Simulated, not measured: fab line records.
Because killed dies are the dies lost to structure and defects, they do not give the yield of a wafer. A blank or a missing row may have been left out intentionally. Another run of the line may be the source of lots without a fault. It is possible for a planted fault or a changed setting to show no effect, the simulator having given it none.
Which tool did it? | flow nand harc | 36 wafers sampled from 12 lots at 1 step of a route of 1302

WHAT THE GAUGES SHOWED, per wafer
NHARC_A_CHANNEL_HOLE_D2_CD_MEAS_18.
lot  | measured     | on        | cd nm (nm)
L764 | day 13 05:25 | cd sem-03 | 102.2 101.8 100.6
L765 | day 13 05:35 | cd sem-02 | 101.1 100.9 98.9
L766 | day 13 18:10 | cd sem-03 | 100.7 98.6 99.6
L767 | day 14 10:20 | cd sem-01 | 99.9 97.9 99.0
L768 | day 14 23:07 | cd sem-03 | 101.2 100.0 99.5
L770 | day 15 21:49 | cd sem-01 | 100.3 100.7 97.6
L775 | day 18 03:37 | cd sem-03 | 101.6 102.3 100.4
L779 | day 19 08:02 | cd sem-03 | 102.0 97.9 100.7
L780 | day 20 07:43 | cd sem-02 | 102.2 100.8 100.9
L781 | day 20 14:16 | cd sem-01 | 100.1 98.9 97.5
L784 | day 22 04:49 | cd sem-03 | 100.1 99.2 102.1
L786 | day 23 03:55 | cd sem-03 | 100.0 101.5 99.9

EACH LOT AND THE TOOL THAT RAN IT (in order: tool; ch and the chambers of the sampled wafers; start)
Record: no process step prior to these readings.

WHAT THE TOOLS THEMSELVES READ (means of the sampled wafers that have a number; where no wafer has one, the mark that the record gives instead)
The record holds no such reading with a usual standard deviation.

THE ANSWER, worked out from the rows above alone
Rule: the usual values come from the lots themselves. The widest of any qualifying gaps counts: lots, ordered by their means at a reading, are off when they make up no more than a third of the lots, leave a main group of 4 or more, and stand apart from it by 3 or more times the standard deviation of that group's means. If all means in a main group match to the digits the tables above print for the reading, that group is not used. A lot without any number at a reading at which 4 lots or more have one is off too. All remaining lots with rows at the step are treated as sound. The gauges are gone through in route order, then the tools' own readings, and for those a lot's mean is taken as printed above. The first step at which some lot is off is used, and at that step the reading that is off furthest; a lot without a number counts as furthest.
No lot is off at any reading shown: from this, nothing can be told.

WHAT THE SIMULATOR HAD INSERTED
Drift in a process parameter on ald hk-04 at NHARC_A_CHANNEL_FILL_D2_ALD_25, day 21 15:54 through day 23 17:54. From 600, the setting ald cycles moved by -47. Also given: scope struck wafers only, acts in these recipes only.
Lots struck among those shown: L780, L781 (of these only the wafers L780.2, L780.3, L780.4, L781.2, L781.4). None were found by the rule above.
